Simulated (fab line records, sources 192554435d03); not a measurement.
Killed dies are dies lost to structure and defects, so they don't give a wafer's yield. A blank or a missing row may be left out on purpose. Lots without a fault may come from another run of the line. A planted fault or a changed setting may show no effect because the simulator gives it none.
Which tool did it? | flow n5_finfet | 11 lots, 30 wafers sampled, at 5 steps of a route of 1938

WHAT THE GAUGES READ, wafer by wafer
N5_SD_EPI_N_OVL_MEAS_10. Usual: SD_N_BLK_OVL 0.0 nm, standard deviation 0.73.
lot  | measured    | on         | SD_N_BLK_OVL (nm) | flag
L396 | day 3 00:31 | overlay-01 | 0.3 -0.6          |
L397 | day 3 07:50 | overlay-01 | 0.1 0.8 -0.1      |
L399 | day 3 18:57 | overlay-02 | 0.1 1.5 0.4       |
L401 | day 4 08:04 | overlay-02 | 0.0 0.4           |
L404 | day 5 00:13 | overlay-02 | -1.4 -1.2         |
L405 | day 5 08:02 | overlay-02 | -0.6 0.3 -0.2     |
L407 | day 5 22:16 | overlay-01 | 0.8 -0.5 0.9      |
L411 | day 6 19:32 | overlay-02 | 1.2 1.4 2.2       |
L412 | day 7 01:47 | overlay-02 | -0.4 0.7 -0.8     |
L414 | day 7 13:56 | overlay-01 | 0.1 -0.4 -0.3     |
L417 | day 8 10:57 | overlay-02 | -0.5 0.2 0.5      |

N5_SD_EPI_P_OVL_MEAS_10. Usual: SD_P_BLK_OVL 0.5 nm, standard deviation 0.83.
lot  | measured    | on         | SD_P_BLK_OVL (nm) | flag
L396 | day 3 05:47 | overlay-02 | -0.6 0.8          |
L397 | day 3 12:23 | overlay-01 | 0.4 1.0 1.1       |
L399 | day 3 23:23 | overlay-02 | 0.2 -0.1 -1.2     |
L401 | day 4 13:06 | overlay-02 | 0.8 -0.2          |
L404 | day 5 05:16 | overlay-01 | -1.2 0.7          |
L405 | day 5 12:44 | overlay-01 | 1.5 0.7 1.7       |
L407 | day 6 04:17 | overlay-01 | 0.3 1.8 -0.3      |
L411 | day 7 00:12 | overlay-02 | 1.5 1.2 0.1       |
L412 | day 7 07:43 | overlay-02 | 0.3 0.7 -0.1      |
L414 | day 7 19:00 | overlay-02 | 0.6 1.2 0.4       |
L417 | day 8 15:22 | overlay-01 | 1.1 0.2 0.6       |

N5_BEOL_M4_RC_MEAS_101. Usual: DIBL_N 35.8 mV/V, standard deviation 1.7; DIBL_P 35.9 mV/V, standard deviation 1.9; IOFF_N 0.151 nA/um, standard deviation 0.028; IOFF_P 0.21 nA/um, standard deviation 0.037; ION_N 673 uA/um, standard deviation 12; ION_P 463 uA/um, standard deviation 8.3; SS_N 71.4 mV/dec, standard deviation 0.59; SS_P 73.2 mV/dec, standard deviation 0.63; VT_N 250 mV, standard deviation 3.2; VT_P -250 mV, standard deviation 3.7.
lot  | measured     | on        | DIBL_N (mV/V)  | DIBL_P (mV/V)  | IOFF_N (nA/um)    | IOFF_P (nA/um) | ION_N (uA/um) | ION_P (uA/um) | SS_N (mV/dec)  | SS_P (mV/dec)  | VT_N (mV)   | VT_P (mV)      | flag
L396 | day 7 17:10  | prober-02 | 36.1 35.2      | 36.0 35.2      | 0.141 0.130       | 0.21 0.21      | 667 660       | 462 457       | 71.5 71.2      | 73.7 73.0      | 249 254     | -247 -250      |
L397 | day 7 16:41  | prober-01 | 38.0 38.6 36.2 | 37.1 38.5 35.5 | 0.171 0.191 0.151 | 0.26 0.29 0.23 | 676 683 686   | 470 477 481   | 71.5 73.0 71.4 | 73.0 73.0 72.8 | 247 246 250 | -245 -242 -244 |
L399 | day 8 10:10  | prober-02 | 37.9 37.0 38.2 | 38.0 37.3 38.8 | 0.172 0.167 0.183 | 0.23 0.21 0.24 | 671 687 678   | 453 468 468   | 71.3 71.3 71.9 | 73.8 73.4 73.4 | 248 249 249 | -250 -255 -247 |
L401 | day 9 03:32  | prober-01 | 37.4 37.7      | 36.9 37.7      | 0.171 0.188       | 0.26 0.28      | 687 692       | 472 475       | 71.9 71.5      | 73.9 74.0      | 249 245     | -244 -245      |
L404 | day 10 00:13 | prober-01 | 34.6 32.8      | 37.0 34.4      | 0.134 0.110       | 0.20 0.17      | 662 656       | 461 454       | 70.8 70.3      | 73.4 72.3      | 250 256     | -251 -253      |
L405 | day 10 00:21 | prober-02 | 39.0 37.2 37.3 | 39.7 37.8 37.9 | 0.211 0.164 0.174 | 0.26 0.22 0.23 | 675 670 668   | 462 458 459   | 72.1 72.2 71.3 | 73.9 73.9 73.2 | 245 251 247 | -248 -248 -249 |
L407 | day 10 16:44 | prober-01 | 35.7 33.5 34.9 | 36.6 33.9 36.0 | 0.149 0.116 0.136 | 0.18 0.15 0.17 | 683 666 656   | 462 460 449   | 70.8 71.0 70.9 | 72.9 72.7 73.7 | 251 252 249 | -254 -259 -254 |
L411 | day 11 13:51 | prober-01 | 36.9 37.8 36.8 | 36.0 36.6 35.3 | 0.167 0.182 0.162 | 0.20 0.21 0.20 | 669 679 684   | 456 463 469   | 71.9 71.3 71.2 | 73.1 73.6 72.6 | 250 245 248 | -252 -249 -252 |
L412 | day 11 18:11 | prober-01 | 34.8 35.3 37.7 | 34.4 34.9 37.7 | 0.121 0.127 0.165 | 0.16 0.18 0.22 | 659 656 684   | 447 450 467   | 72.1 71.2 72.6 | 72.9 73.7 73.5 | 254 255 248 | -252 -255 -250 |
L414 | day 12 12:35 | prober-01 | 34.2 32.4 35.3 | 35.2 33.0 35.9 | 0.127 0.109 0.142 | 0.21 0.17 0.21 | 662 669 674   | 454 465 462   | 71.2 70.9 71.5 | 72.6 72.1 73.1 | 249 255 251 | -250 -252 -248 |
L417 | day 14 04:58 | prober-01 | 39.4 37.1 38.6 | 41.1 38.3 40.0 | 0.240 0.195 0.217 | 0.30 0.24 0.27 | 672 690 692   | 459 467 474   | 72.8 71.8 72.3 | 74.9 73.8 74.6 | 245 245 245 | -246 -248 -246 |

WHICH TOOL RAN EACH LOT (tool, then ch and the chambers of the sampled wafers, then the start)
lot  | N5_SD_EPI_P_COAT_03              | N5_SD_EPI_P_DESCUM_14
L396 | litho_track-04 ch 0, day 3 05:31 | rie_diel-03 ch 0,2, day 3 06:25
L397 | litho_track-05 ch 0, day 3 12:00 | rie_diel-05 ch 1,2,3, day 3 12:27
L399 | litho_track-04 ch 0, day 3 22:59 | rie_diel-03 ch 1,3, day 3 23:43
L401 | litho_track-04 ch 0, day 4 12:43 | rie_diel-05 ch 1,3, day 4 13:10
L404 | litho_track-05 ch 0, day 5 05:00 | rie_diel-05 ch 0,2, day 5 05:19
L405 | litho_track-05 ch 0, day 5 12:21 | rie_diel-05 ch 1,3, day 5 12:48
L407 | litho_track-02 ch 0, day 6 04:02 | rie_diel-05 ch 0,2,3, day 6 04:21
L411 | litho_track-04 ch 0, day 6 23:56 | rie_diel-03 ch 0,1,2, day 7 00:29
L412 | litho_track-04 ch 0, day 7 07:19 | rie_diel-04 ch 1,3, day 7 07:46
L414 | litho_track-04 ch 0, day 7 18:44 | rie_diel-05 ch 0,2,3, day 7 19:05
L417 | litho_track-05 ch 0, day 8 14:59 | rie_diel-04 ch 1,2, day 8 15:26
- N5_SD_EPI_P_COAT_03: resist thk 150 nm.
- N5_SD_EPI_P_DESCUM_14: chemistry O2, time 7.9 s.

WHAT THE TOOLS THEMSELVES READ (means of the sampled wafers that have a number; where no wafer has one, the mark that the record gives instead)
N5_SD_EPI_P_COAT_03. Usual: spin_speed_rpm 1499.9 rpm, standard deviation 0.86.
lot  | tool           | spin_speed_rpm (rpm) | flag
L396 | litho_track-04 | 1499.9               |
L397 | litho_track-05 | 1501.4               |
L399 | litho_track-04 | 1499.5               |
L401 | litho_track-04 | 1499.7               |
L404 | litho_track-05 | 1500.2               |
L405 | litho_track-05 | 1500.4               |
L407 | litho_track-02 | 1498.6               |
L411 | litho_track-04 | 1465.5               | OFF
L412 | litho_track-04 | 1466.3               | OFF
L414 | litho_track-04 | 1466.7               | OFF
L417 | litho_track-05 | 1499.7               |

N5_SD_EPI_P_DESCUM_14. Usual: bias_power_w 20.00 W, standard deviation 0.065; drypump_motor_current_A 5.88 A, standard deviation 0.28; oes_product_au 0.79 a.u., standard deviation 0.075; rf_vpp_V 243.8 V, standard deviation 1.6; showerhead_plenum_p_Torr 2.13 Torr, standard deviation 0.083; throttle_valve_pct 20.37 %, standard deviation 0.26.
lot  | tool        | bias_power_w (W) | drypump_motor_current_A (A) | oes_product_au (a.u.) | rf_vpp_V (V) | showerhead_plenum_p_Torr (Torr) | throttle_valve_pct (%) | flag
L396 | rie_diel-03 | 20.01            | 5.29                        | 0.76                  | 243.3        | 2.14                            | 20.52                  |
L397 | rie_diel-05 | 19.91            | 6.05                        | 0.88                  | 245.1        | 2.19                            | 20.44                  |
L399 | rie_diel-03 | 19.98            | 5.82                        | 0.71                  | 244.4        | 2.15                            | 20.70                  |
L401 | rie_diel-05 | 20.07            | 5.92                        | 0.92                  | 244.1        | 2.18                            | 20.30                  |
L404 | rie_diel-05 | 20.02            | 6.22                        | 0.78                  | 244.5        | 2.19                            | 20.49                  |
L405 | rie_diel-05 | 20.07            | 5.86                        | 0.91                  | 244.1        | 2.15                            | 20.27                  |
L407 | rie_diel-05 | 20.02            | 6.18                        | 0.80                  | 244.4        | 2.20                            | 20.49                  |
L411 | rie_diel-03 | 20.01            | 5.47                        | 0.83                  | 243.8        | 2.15                            | 20.49                  |
L412 | rie_diel-04 | 19.96            | 5.55                        | 0.73                  | 241.4        | 1.98                            | 20.38                  |
L414 | rie_diel-05 | 20.03            | 6.17                        | 0.79                  | 244.6        | 2.19                            | 20.50                  |
L417 | rie_diel-04 | 19.96            | 5.81                        | 0.71                  | 244.1        | 2.10                            | 20.11                  |

THE ANSWER, worked out from the rows above alone
Rule: a lot is off if the mean of its wafers that have a number lies more than 3 standard deviations from the usual mean. A lot without any number at a reading at which 4 lots or more have one is off too. The other lots that the step has rows for count as sound. The gauges are gone through in route order, then the tools' own readings, and for those a lot's mean is taken as printed above. The first step at which some lot is off is used, and at that step the reading that is off furthest; a lot without a number counts as furthest.
Off: L411, L412, L414, at N5_SD_EPI_P_COAT_03 (spin_speed_rpm).
A tool fits if, at that step or a process step before it, it ran every lot that is off, and no sound lot after the first of them. One fits: litho_track-04 at N5_SD_EPI_P_COAT_03. Its last sound lot is L401 (day 4 12:43), its first lot that is off L411 (day 6 23:56): a fault that began between those two fits.
The tool's own readings at N5_SD_EPI_P_COAT_03 bear it out: on the lots that are off they differ by more than 5 times the standard deviation of the sound lots' means. spin_speed_rpm reads 1466.2 rpm there against 1499.9 rpm on the sound lots.

WHAT THE SIMULATOR HAD PUT IN
Process parameter drift: litho_track-04, from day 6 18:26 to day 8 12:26, at N5_SD_EPI_P_COAT_03. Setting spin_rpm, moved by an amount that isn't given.
Lots struck among those shown: L411, L412, L414. The rule above found the same.
